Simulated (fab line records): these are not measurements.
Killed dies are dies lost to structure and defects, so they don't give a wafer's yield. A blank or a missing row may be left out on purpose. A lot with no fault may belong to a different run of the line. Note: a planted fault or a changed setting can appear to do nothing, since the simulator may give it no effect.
fab line records	flow n5-finfet
record: lots: 7	wafers: 39
route steps=1938 shown BEOL_M11@1578 BEOL_M13@1706 MIM_BOT_LITHO@1860 PASSIVATION@1923
start-h: hours from the record's opening day to when the first of the lot's shown wafers began	wait-h: how many hours have passed since the lot's step before this one	" as in the row above	L1.1+2: a single row standing in for several wafers	- no value, or no start given	* or withheld: withheld	< > ~ a bound
route shown NAME@n: names a module that has steps shown in the file, with the first one's number in the route	usual: average and standard deviation across the fault-free wafers	same: alike in all rows	chamber/n: place in a boat	sites: the reading at each site	_std_site: standard deviation across them	_edge_site: mean of outer sites minus mean of inner sites	radius-mm: for every site, how far away it sits from the centre of the wafer	mask NAME#n: copy n	behind: the last tool/chamber to shape the wafer	hold: what put the lot on hold/how long, in hours/how the hold closed	device: the transistor (n, p or np) that didn't switch	end of line: the same wafers' tests at the end of the route	where a step has no rows: the recipe by itself	killed: dies lost to structure and defects at the first sort, not the wafer's yield	map: shows each die of a wafer: x if killed, . if not, _ if none is there
set.NAME: the run value of the setting; set.NAME@STEP: its run value at that earlier step	model.NAME: the simulator's own value behind a step, which no gauge read
lots with deliberately changed settings; one table per step, one row per wafer
== steps ==
step: N5_BEOL_M11_TRENCH_ETCH_37
recipe: chemistry: C4F6/O2	target-depth-a: 1488.3	target: SiCOH_lowk	time-s: 48	ion-energy-ev: 250	pressure-mtorr: 30	source-w: 345	bias-w: 185	Ar_flow_sccm: 300	C4F6_flow_sccm: 10	O2_flow_sccm: 10
lot.wafer	tool	chamber	start-h	wait-h	set.target-depth-a	model.etch.depth-nm	model.BEOL_M11.feature-depth-nm	model.TiN_of_BEOL_M11_HM_DEP_02.thk-nm
L076.1	rie-diel-01	1	-	-	1488.3	151.3	151.2	15.8
L076.2	"	3	"	"	1488.3	149.4	149.4	15.8
L076.3	"	2	"	"	1488.3	153.1	153	15.6
L076.4	"	0	"	"	2369	239.3	239.4	13.4
L076.5	"	3	"	"	2369	238	238	13.4
L076.6	"	0	"	"	2369	240.8	240.8	13.2
L079.2	rie-diel-04	0	-	-	1488.3	146.9	147	16.4
L079.3	"	1	"	"	1488.3	151.5	151.6	16
L079.6	"	1	"	"	1488.3	150.7	150.8	15.8
L081.1	rie-diel-04	0	-	-	1488.3	148.6	148.6	16.2
L081.2	"	2	"	"	1488.3	149.9	149.8	16
L081.3	"	1	"	"	1777	182.9	183	15.4
L081.4	"	3	"	"	1488.3	147.6	147.6	16.4
L081.5	"	0	"	"	1777	175.1	175.2	15.6
L081.6	"	3	"	"	1777	178.1	178.2	15.4
L083.1	rie-diel-03	0	-	-	1488.3	147.2	147.2	16
L083.2	"	2	"	"	1488.3	148.1	148.2	16
L083.3	"	1	"	"	906.5	89.67	89.6	17.6
L083.4	"	3	"	"	906.5	89.91	90	17.6
L083.5	"	2	"	"	906.5	90.4	90.4	17.6
L083.6	"	1	"	"	1488.3	147.3	147.2	15.8
L084.1	rie-diel-01	0	-	-	1736	174	174	14.8
L084.2	"	2	"	"	1488.3	150.7	150.8	15.6
L084.3	"	1	"	"	1736	173.4	173.4	14.8
L084.4	"	3	"	"	1736	173.9	174	14.8
L084.5	"	0	"	"	1488.3	149.1	149	15.4
L084.6	"	1	"	"	1488.3	148.9	149	15.6
L085.1	rie-diel-01	3	-	-	1488.3	149.8	149.8	16
L085.2	"	2	"	"	1488.3	153	153	16
L085.3	"	0	"	"	1488.3	150	150	16
L085.4	"	1	"	"	1488.3	151.6	151.6	15.8
L085.5	"	0	"	"	1488.3	149.7	149.8	16.2
L085.6	"	3	"	"	1488.3	150	150	15.8
L091.1	rie-diel-04	2	-	-	633.3	63.28	63.2	18.2
L091.2	"	3	"	"	633.3	64.95	65	18
L091.3	"	1	"	"	1488.3	151.9	151.8	15.4
L091.4	"	0	"	"	633.3	62.64	62.6	18.2
L091.5	"	2	"	"	1488.3	148.6	148.6	15.8
L091.6	"	3	"	"	1488.3	151	151	15.8
step: N5_BEOL_M11_ETCH_41
recipe: chemistry: CH3F/O2	target: SiCN	target-depth-a: 426	taper-deg: 2	time-s: 86	ion-energy-ev: 120	mask-material: TiN	pressure-mtorr: 30	source-w: 395	bias-w: 75	Ar_flow_sccm: 150	CH3F_flow_sccm: 30	O2_flow_sccm: 20
step: N5_BEOL_M11_STRIP_77
recipe: chemistry: N2/H2	time-s: 10	power-w: 450	temp-c: 40	pressure-mtorr: 20	rf-frequency-hz: 6e+07	bias-power-w: 7	n2-flow-sccm: 200	h2-flow-sccm: 200
step: N5_BEOL_M11_OCD_MEAS_38
usual: trench-depth-nm: 149.0/1.8
lot.wafer	tool	chamber	start-h	wait-h	set.target-depth-a@BEOL_M11_TRENCH_ETCH_37	trench-depth-nm
L076.1	ocd-01	-	243.24	-	1488.3	151.0
L076.2	"	-	"	"	1488.3	149.5
L076.3	"	-	"	"	1488.3	153.2
L076.4	"	-	"	"	2369	239.3
L076.5	"	-	"	"	2369	237.7
L076.6	"	-	"	"	2369	240.8
L079.2	ocd-02	-	255.42	-	1488.3	146.8
L079.3	"	-	"	"	1488.3	151.2
L079.6	"	-	"	"	1488.3	151.0
L081.1	ocd-01	-	278.34	-	1488.3	149.0
L081.2	"	-	"	"	1488.3	150.1
L081.3	"	-	"	"	1777	183.3
L081.4	"	-	"	"	1488.3	147.7
L081.5	"	-	"	"	1777	175.6
L081.6	"	-	"	"	1777	178.2
L083.1	ocd-02	-	292.16	-	1488.3	147.0
L083.2	"	-	"	"	1488.3	148.0
L083.3	"	-	"	"	906.5	89.8
L083.4	"	-	"	"	906.5	89.3
L083.5	"	-	"	"	906.5	90.2
L083.6	"	-	"	"	1488.3	147.2
L084.1	ocd-02	-	303.10	-	1736	174.1
L084.2	"	-	"	"	1488.3	150.5
L084.3	"	-	"	"	1736	173.2
L084.4	"	-	"	"	1736	173.8
L084.5	"	-	"	"	1488.3	148.9
L084.6	"	-	"	"	1488.3	149.4
L085.1	ocd-01	-	312.80	-	1488.3	149.6
L085.2	"	-	"	"	1488.3	152.8
L085.3	"	-	"	"	1488.3	150.3
L085.4	"	-	"	"	1488.3	152.0
L085.5	"	-	"	"	1488.3	150.0
L085.6	"	-	"	"	1488.3	149.8
L091.1	ocd-02	-	340.20	-	633.3	63.3
L091.2	"	-	"	"	633.3	64.5
L091.3	"	-	"	"	1488.3	151.9
L091.4	"	-	"	"	633.3	62.9
L091.5	"	-	"	"	1488.3	147.8
L091.6	"	-	"	"	1488.3	151.4
step: N5_BEOL_M11_HM_STRIP_39
recipe: chemistry: peroxide-tin-strip	material: TiN	target-depth-a: 250	temp-c: 50	time-s: 158
step: N5_BEOL_M11_SRD_40
recipe: time-s: 30	temp-c: 23	rinse-liquid: diw	dry: ipa-marangoni
step: N5_BEOL_M11_ECD_50
recipe: material: Cu	target-thk-a: 3180
step: N5_BEOL_M11_ANNEAL_51
recipe: temp-c: 225	time-s: 90	ambient: N2
step: N5_BEOL_M11_CMP_52
recipe: stop-on: SiCOH_lowk	t-overpolish-s: 7	down-force-psi: 1	platen-rpm: 50	clearing-platen-down-force-psi: 1.5	clearing-platen-rpm: 50	post-cmp-clean: cu-alkaline	target-thk-nm: 140	clearing-platen-pad-velocity-m-s: 0.99484	pad-velocity-m-s: 0.99484
lot.wafer	tool	chamber	start-h	wait-h	set.target-depth-a@BEOL_M11_TRENCH_ETCH_37	model.Cu_of_BEOL_M11_ECD_50.thk-nm
L076.4+5	cmp-03	3,0	245.68	0.1	2369	232.6
L076.3	"	0	"	"	1488.3	146.4
L076.1	"	1	"	"	1488.3	145.2
L076.2	"	2	"	"	1488.3	144.4
L076.6	"	3	"	"	2369	234
L079.2	cmp-03	1	257.56	0.3	1488.3	141
L079.3	"	2	"	"	1488.3	145
L079.6	"	3	"	"	1488.3	142.6
L081.4	cmp-02	2	280.52	0.1	1488.3	138
L081.2	"	3	"	"	1488.3	140.4
L081.3	"	0	"	"	1777	171.4
L081.1	"	1	"	"	1488.3	139.2
L081.6	"	2	"	"	1777	169.6
L081.5	"	3	"	"	1777	166.2
L083.3	cmp-03	0	294.17	0.2	906.5	82
L083.4+5	"	1	"	"	906.5	82.6
L083.1	"	2	"	"	1488.3	140.6
L083.2	"	3	"	"	1488.3	139.2
L083.6	"	0	"	"	1488.3	140
L084.2	cmp-03	0	305.53	0.2	1488.3	142.8
L084.3	"	1	"	"	1736	164.2
L084.4	"	2	"	"	1736	165.2
L084.1	"	3	"	"	1736	162
L084.5	"	0	"	"	1488.3	139.6
L084.6	"	1	"	"	1488.3	138.6
L085.2	cmp-02	0	315.16	0.3	1488.3	143
L085.1	"	1	"	"	1488.3	138.8
L085.3	"	2	"	"	1488.3	140.2
L085.4	"	3	"	"	1488.3	142
L085.6	"	0	"	"	1488.3	139.4
L085.5	"	1	"	"	1488.3	138.6
L091.3	cmp-03	2	342.93	0.2	1488.3	145.8
L091.2	"	3	"	"	633.3	56.2
L091.1	"	0	"	"	633.3	55
L091.4	"	1	"	"	633.3	53.6
L091.5	"	2	"	"	1488.3	140.4
L091.6	"	3	"	"	1488.3	143
step: N5_BEOL_M11_THK_MEAS_53
recipe: thk-meas-gauge: xrf	reads: Cu_of_BEOL_M11_ECD_50
usual: M11_THK: 137.9/2.3
lot.wafer	tool	chamber	start-h	wait-h	set.target-depth-a@BEOL_M11_TRENCH_ETCH_37	M11_THK[nm]
L076.1	film-metro-01	-	245.98	-	1488.3	143.0
L076.2	"	-	"	"	1488.3	142.2
L076.3	"	-	"	"	1488.3	144.7
L076.4	"	-	"	"	2369	228.8
L076.5	"	-	"	"	2369	227.9
L076.6	"	-	"	"	2369	231.2
L079.2	film-metro-02	-	257.78	-	1488.3	138.2
L079.3	"	-	"	"	1488.3	141.2
L079.6	"	-	"	"	1488.3	139.5
L081.1	film-metro-02	-	280.82	-	1488.3	137.3
L081.2	"	-	"	"	1488.3	138.3
L081.3	"	-	"	"	1777	168.9
L081.4	"	-	"	"	1488.3	136.2
L081.5	"	-	"	"	1777	164.5
L081.6	"	-	"	"	1777	166.9
L083.1	film-metro-02	-	294.47	-	1488.3	138.6
L083.2	"	-	"	"	1488.3	136.9
L083.3	"	-	"	"	906.5	80.7
L083.4	"	-	"	"	906.5	81.3
L083.5	"	-	"	"	906.5	81.0
L083.6	"	-	"	"	1488.3	137.8
L084.1	film-metro-01	-	305.83	-	1736	158.9
L084.2	"	-	"	"	1488.3	139.7
L084.3	"	-	"	"	1736	160.8
L084.4	"	-	"	"	1736	161.5
L084.5	"	-	"	"	1488.3	136.0
L084.6	"	-	"	"	1488.3	135.9
L085.1	film-metro-01	-	315.46	-	1488.3	137.3
L085.2	"	-	"	"	1488.3	140.6
L085.3	"	-	"	"	1488.3	138.2
L085.4	"	-	"	"	1488.3	140.0
L085.5	"	-	"	"	1488.3	137.0
L085.6	"	-	"	"	1488.3	137.4
L091.1	film-metro-02	-	343.22	-	633.3	53.7
L091.2	"	-	"	"	633.3	55.2
L091.3	"	-	"	"	1488.3	143.3
L091.4	"	-	"	"	633.3	52.7
L091.5	"	-	"	"	1488.3	138.3
L091.6	"	-	"	"	1488.3	140.2
step: N5_BEOL_M11_PRE_CLEAN_55
recipe: gas: NH3	time-s: 15	temp-c: withheld	rf-power-w: 300
step: N5_BEOL_M11_DEP_56
recipe: material: SiCN	target-thk-a: 300	temp-c: withheld	precursor: 3MS/NH3	pressure-torr: 3	rf-w: 675	time-s: 10.5
step: N5_BEOL_M11_RS_MEAS_57
recipe: thk-meas-gauge: four-point-probe	reads: Cu_of_BEOL_M11_ECD_50+Co_of_BEOL_M11_CVD_75+TaN_of_BEOL_M11_ALD_74
usual: M11_RS: 0.1506/0.0025
lot.wafer	tool	chamber	start-h	wait-h	set.target-depth-a@BEOL_M11_TRENCH_ETCH_37	M11_RS[ohm/sq]
L076.1	film-metro-01	-	246.14	0.0	1488.3	0.1450
L076.2	"	-	"	"	1488.3	0.1459
L076.3	"	-	"	"	1488.3	0.1434
L076.4	"	-	"	"	2369	0.0871
L076.5	"	-	"	"	2369	0.0872
L076.6	"	-	"	"	2369	0.0867
L079.2	film-metro-01	-	257.91	0.0	1488.3	0.1494
L079.3	"	-	"	"	1488.3	0.1451
L079.6	"	-	"	"	1488.3	0.1480
L081.1	film-metro-01	-	280.94	0.0	1488.3	0.1516
L081.2	"	-	"	"	1488.3	0.1501
L081.3	"	-	"	"	1777	0.1208
L081.4	"	-	"	"	1488.3	0.1536
L081.5	"	-	"	"	1777	0.1249
L081.6	"	-	"	"	1777	0.1223
L083.1	film-metro-02	-	294.59	0.0	1488.3	0.1508
L083.2	"	-	"	"	1488.3	0.1520
L083.3	"	-	"	"	906.5	0.2780
L083.4	"	-	"	"	906.5	0.2752
L083.5	"	-	"	"	906.5	0.2751
L083.6	"	-	"	"	1488.3	0.1510
L084.1	film-metro-02	-	305.95	0.0	1736	0.1288
L084.2	"	-	"	"	1488.3	0.1478
L084.3	"	-	"	"	1736	0.1268
L084.4	"	-	"	"	1736	0.1257
L084.5	"	-	"	"	1488.3	0.1516
L084.6	"	-	"	"	1488.3	0.1529
L085.1	film-metro-02	-	315.59	0.0	1488.3	0.1526
L085.2	"	-	"	"	1488.3	0.1476
L085.3	"	-	"	"	1488.3	0.1507
L085.4	"	-	"	"	1488.3	0.1488
L085.5	"	-	"	"	1488.3	0.1527
L085.6	"	-	"	"	1488.3	0.1519
L091.1	film-metro-02	-	343.35	0.0	633.3	0.4480
L091.2	"	-	"	"	633.3	0.4381
L091.3	"	-	"	"	1488.3	0.1445
L091.4	"	-	"	"	633.3	0.4638
L091.5	"	-	"	"	1488.3	0.1505
L091.6	"	-	"	"	1488.3	0.1478
step: N5_BEOL_M13_SPUTTER_44
recipe: material: Ta	target-thk-a: 100	temp-c: 50	bias-v: 80	power-w: 15000	chamber-pressure-pa: 0.07	time-s: 16.13
lot.wafer	tool	chamber	start-h	wait-h	set.time-s	model.Ta_of_BEOL_M13_SPUTTER_44.thk-nm
L076.1+2+6	pvd-sputter-02	-	265.28	0.0	16.13	9.8
L076.3+4	"	-	"	"	9.618	5.8
L076.5	"	-	"	"	9.618	6
L079.2+3+6	pvd-sputter-02	-	268.51	0.0	16.13	10
L081.1+2+3+4+6	pvd-sputter-03	-	293.61	0.0	16.13	10
L081.5	"	-	"	"	16.13	10.2
L083.1	pvd-sputter-03	-	306.33	0.0	16.13	9.8
L083.2+3+4	"	-	"	"	25.34	15.6
L083.5+6	"	-	"	"	16.13	10
L084.1+5+6	pvd-sputter-01	-	315.61	0.0	16.13	10
L084.2	"	-	"	"	22.57	14.2
L084.3+4	"	-	"	"	22.57	14
L085.1+2+5	pvd-sputter-01	-	326.06	0.0	18.63	11.4
L085.3+4+6	"	-	"	"	16.13	9.8
L091.1	pvd-sputter-02	-	355.36	0.0	16.13	9.8
L091.2+5	"	-	"	"	16.13	10
L091.3+4+6	"	-	"	"	7.01	4.2
step: N5_BEOL_M13_SPUTTER_45
recipe: material: Cu	target-thk-a: 800	temp-c: -20	bias-v: 60	power-w: 26000	chamber-pressure-pa: 0.13	time-s: 13.33
step: N5_BEOL_M13_ECD_47
recipe: material: Cu	target-thk-a: 9360
step: N5_BEOL_M13_ANNEAL_48
recipe: temp-c: 225	time-s: 90	ambient: N2
step: N5_BEOL_M13_CMP_49
recipe: stop-on: SiOC	t-overpolish-s: 17.1	down-force-psi: 1	platen-rpm: 50	clearing-platen-down-force-psi: 1.5	clearing-platen-rpm: 50	post-cmp-clean: cu-alkaline	target-thk-nm: 420	clearing-platen-pad-velocity-m-s: 0.99484	pad-velocity-m-s: 0.99484
usual: barrier-field-endpoint-s: 30.1/0.64
lot.wafer	tool	chamber	start-h	wait-h	set.time-s@BEOL_M13_SPUTTER_44	barrier-field-endpoint-s
L076.4	cmp-04	0	267.25	0.1	9.618	25.8
L076.1	"	1	"	"	16.13	30.3
L076.3	"	2	"	"	9.618	25.1
L076.2	"	3	"	"	16.13	30.7
L076.5	"	0	"	"	9.618	25.9
L076.6	"	1	"	"	16.13	30.7
L079.2	cmp-02	2	269.22	0.3	16.13	29.1
L079.3	"	3	"	"	16.13	29.6
L079.6	"	2	"	"	16.13	29.9
L081.1	cmp-02	2	294.44	0.3	16.13	30.0
L081.2	"	3	"	"	16.13	29.6
L081.3	"	0	"	"	16.13	29.6
L081.4	"	1	"	"	16.13	29.0
L081.5	"	2	"	"	16.13	30.1
L081.6	"	3	"	"	16.13	29.5
L083.2	cmp-02	2	307.03	0.2	25.34	37.3
L083.3	"	3	"	"	25.34	38.4
L083.4	"	0	"	"	25.34	37.0
L083.1	"	1	"	"	16.13	29.9
L083.5	"	2	"	"	16.13	30.1
L083.6	"	3	"	"	16.13	30.4
L084.3	cmp-01	0	316.27	0.2	22.57	33.8
L084.1	"	1	"	"	16.13	29.5
L084.4	"	2	"	"	22.57	34.3
L084.2	"	3	"	"	22.57	34.9
L084.5	"	0	"	"	16.13	28.6
L084.6	"	1	"	"	16.13	29.7
L085.3	cmp-04	0	326.71	0.2	16.13	30.9
L085.2	"	1	"	"	18.63	32.5
L085.4	"	2	"	"	16.13	29.8
L085.1	"	3	"	"	18.63	32.8
L085.5	"	0	"	"	18.63	32.2
L085.6	"	1	"	"	16.13	30.5
L091.4	cmp-02	0	356.02	0.1	7.01	22.3
L091.2	"	1	"	"	16.13	30.3
L091.1	"	2	"	"	16.13	29.9
L091.3	"	3	"	"	7.01	23.0
L091.5	"	0	"	"	16.13	29.3
L091.6	"	1	"	"	7.01	22.7
step: N5_MIM_BOT_LITHO_DEVELOP_07
recipe: develop-time-s: 60	rinse-liquid: diw	dry: air-spin	dev-temp-c: 21
lot.wafer	tool	chamber	start-h	wait-h	set.develop-time-s
L076.1+4+5	litho-track-03	0	-	-	48.23
L076.2+3+6	"	0	"	"	60
L079.2+3+6	litho-track-05	0	-	-	60
L081.1+2+6	litho-track-04	0	-	-	60
L081.3+4+5	"	0	"	"	73.97
L083.1+2+3	litho-track-04	0	-	-	60
L083.4+5+6	"	0	"	"	36.78
L084.1+4+6	litho-track-05	0	-	-	60
L084.2+3+5	"	0	"	"	84.56
L085.1+2+4	litho-track-03	0	-	-	60
L085.3+5+6	"	0	"	"	94.51
L091.1+2+3+4+5+6	litho-track-03	0	-	-	60
step: N5_MIM_BOT_LITHO_HARDBAKE_09
recipe: temp-c: 130	time-s: 120
step: N5_MIM_BOT_LITHO_CD_MEAS_08
recipe: target-cd-nm: 3000	landing-energy-ev: 500	detector: se-inlens	polarity: opening
usual: cd-nm: 3000.7/1.6
lot.wafer	tool	chamber	start-h	wait-h	set.develop-time-s@MIM_BOT_LITHO_DEVELOP_07	cd-nm
L076.1	cd-sem-03	0	285.04	-	48.23	2997.8
L076.2	"	0	"	"	60	3001.8
L076.3	"	0	"	"	60	2999.6
L076.4	"	0	"	"	48.23	2997.9
L076.5	"	0	"	"	48.23	2997.3
L076.6	"	0	"	"	60	3002.8
L079.2	cd-sem-03	0	287.54	-	60	3001.9
L079.3	"	0	"	"	60	3001.6
L079.6	"	0	"	"	60	3000.6
L081.1	cd-sem-01	0	309.17	-	60	3000.8
L081.2	"	0	"	"	60	3003.0
L081.3	"	0	"	"	73.97	3007.2
L081.4	"	0	"	"	73.97	3006.0
L081.5	"	0	"	"	73.97	3005.3
L081.6	"	0	"	"	60	3001.5
L083.1	cd-sem-02	0	326.78	-	60	3000.2
L083.2	"	0	"	"	60	2999.9
L083.3	"	0	"	"	60	3001.5
L083.4	"	0	"	"	36.78	2990.7
L083.5	"	0	"	"	36.78	2989.7
L083.6	"	0	"	"	36.78	2990.3
L084.1	cd-sem-03	0	332.63	-	60	3000.6
L084.2	"	0	"	"	84.56	3007.1
L084.3	"	0	"	"	84.56	3006.3
L084.4	"	0	"	"	60	2999.4
L084.5	"	0	"	"	84.56	3004.9
L084.6	"	0	"	"	60	2997.5
L085.1	cd-sem-01	0	346.02	-	60	3001.9
L085.2	"	0	"	"	60	3000.3
L085.3	"	0	"	"	94.51	3010.1
L085.4	"	0	"	"	60	3002.9
L085.5	"	0	"	"	94.51	3010.0
L085.6	"	0	"	"	94.51	3008.4
L091.1	cd-sem-01	0	375.80	-	60	2999.4
L091.2	"	0	"	"	60	3000.2
L091.3	"	0	"	"	60	2999.8
L091.4	"	0	"	"	60	2997.8
L091.5	"	0	"	"	60	3000.1
L091.6	"	0	"	"	60	2997.4
step: N5_PASSIVATION_DEVELOP_43
recipe: develop-time-s: 60	rinse-liquid: diw	dry: air-spin	dev-temp-c: 21
lot.wafer	tool	chamber	start-h	wait-h	set.develop-time-s
L076.1+2+3+4+5+6	litho-track-03	0	-	-	60
L079.2+3+6	litho-track-03	0	-	-	60
L081.1+3+4	litho-track-04	0	-	-	60
L081.2+5+6	"	0	"	"	94.27
L083.1+3+5	litho-track-04	0	-	-	60
L083.2+4+6	"	0	"	"	87.79
L084.1+3+6	litho-track-03	0	-	-	60
L084.2+4+5	"	0	"	"	79.57
L085.1+2+3+4+5+6	litho-track-03	0	-	-	60
L091.1+4+6	litho-track-03	0	-	-	60
L091.2+3+5	"	0	"	"	71.69
step: N5_PASSIVATION_HARDBAKE_45
recipe: temp-c: 130	time-s: 120
step: N5_PASSIVATION_CD_MEAS_44
recipe: target-cd-nm: 40000	landing-energy-ev: 500	detector: se-inlens
usual: cd-nm: 40001/2.9
lot.wafer	tool	chamber	start-h	wait-h	set.develop-time-s@PASSIVATION_DEVELOP_43	cd-nm
L076.1	cd-sem-02	0	291.01	-	60	40003
L076.2	"	0	"	"	60	40001
L076.3	"	0	"	"	60	40001
L076.4	"	0	"	"	60	40004
L076.5	"	0	"	"	60	40000
L076.6	"	0	"	"	60	40001
L079.2	cd-sem-01	0	294.72	-	60	40001
L079.3	"	0	"	"	60	40004
L079.6	"	0	"	"	60	40002
L081.1	cd-sem-02	0	315.12	-	60	39998
L081.2	"	0	"	"	94.27	40019
L081.3	"	0	"	"	60	40002
L081.4	"	0	"	"	60	40000
L081.5	"	0	"	"	94.27	40020
L081.6	"	0	"	"	94.27	40022
L083.1	cd-sem-02	0	333.16	-	60	39998
L083.2	"	0	"	"	87.79	40015
L083.3	"	0	"	"	60	40000
L083.4	"	0	"	"	87.79	40012
L083.5	"	0	"	"	60	39997
L083.6	"	0	"	"	87.79	40013
L084.1	cd-sem-03	0	340.60	-	60	40003
L084.2	"	0	"	"	79.57	40014
L084.3	"	0	"	"	60	40001
L084.4	"	0	"	"	79.57	40016
L084.5	"	0	"	"	79.57	40012
L084.6	"	0	"	"	60	40003
L085.1	cd-sem-01	0	353.87	-	60	40000
L085.2	"	0	"	"	60	39999
L085.3	"	0	"	"	60	40001
L085.4	"	0	"	"	60	39997
L085.5	"	0	"	"	60	40005
L085.6	"	0	"	"	60	40003
L091.1	cd-sem-03	0	381.99	-	60	39999
L091.2	"	0	"	"	71.69	40005
L091.3	"	0	"	"	71.69	40006
L091.4	"	0	"	"	60	40001
L091.5	"	0	"	"	71.69	40003
L091.6	"	0	"	"	60	39998
== key ==
split: step: N5_BEOL_M11_TRENCH_ETCH_37	setting: target-depth-a	stated: 1488.3	by: wafer
response: step: N5_BEOL_M11_TRENCH_ETCH_37	reading: model.etch.depth-nm	change: +1.5	per: 1%	r: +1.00
response: step: N5_BEOL_M11_TRENCH_ETCH_37	reading: model.BEOL_M11.feature-depth-nm	change: +1.5	per: 1%	r: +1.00
response: step: N5_BEOL_M11_TRENCH_ETCH_37	reading: model.TiN_of_BEOL_M11_HM_DEP_02.thk-nm	change: -0.0418	per: 1%	r: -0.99
response: step: N5_BEOL_M11_OCD_MEAS_38	reading: trench-depth-nm	change: +1.5	per: 1%	r: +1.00
response: step: N5_BEOL_M11_CMP_52	reading: model.Cu_of_BEOL_M11_ECD_50.thk-nm	change: +1.5	per: 1%	r: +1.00
response: step: N5_BEOL_M11_THK_MEAS_53	reading: M11_THK	change: +1.47	per: 1%	r: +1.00
response: step: N5_BEOL_M11_RS_MEAS_57	reading: M11_RS	shape: bent	at-lowest: 0.4500	at-stated: 0.1494	at-highest: 0.0870
split: step: N5_BEOL_M13_SPUTTER_44	setting: time-s	stated: 16.13	by: wafer
response: step: N5_BEOL_M13_SPUTTER_44	reading: model.Ta_of_BEOL_M13_SPUTTER_44.thk-nm	change: +0.1	per: 1%	r: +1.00
response: step: N5_BEOL_M13_CMP_49	reading: barrier-field-endpoint-s	change: +0.127	per: 1%	r: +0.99
split: step: N5_MIM_BOT_LITHO_DEVELOP_07	setting: develop-time-s	stated: 60	by: wafer
response: step: N5_MIM_BOT_LITHO_CD_MEAS_08	reading: cd-nm	change: +0.176	per: 1%	r: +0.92
split: step: N5_PASSIVATION_DEVELOP_43	setting: develop-time-s	stated: 60	by: wafer
response: step: N5_PASSIVATION_CD_MEAS_44	reading: cd-nm	change: +0.338	per: 1%	r: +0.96
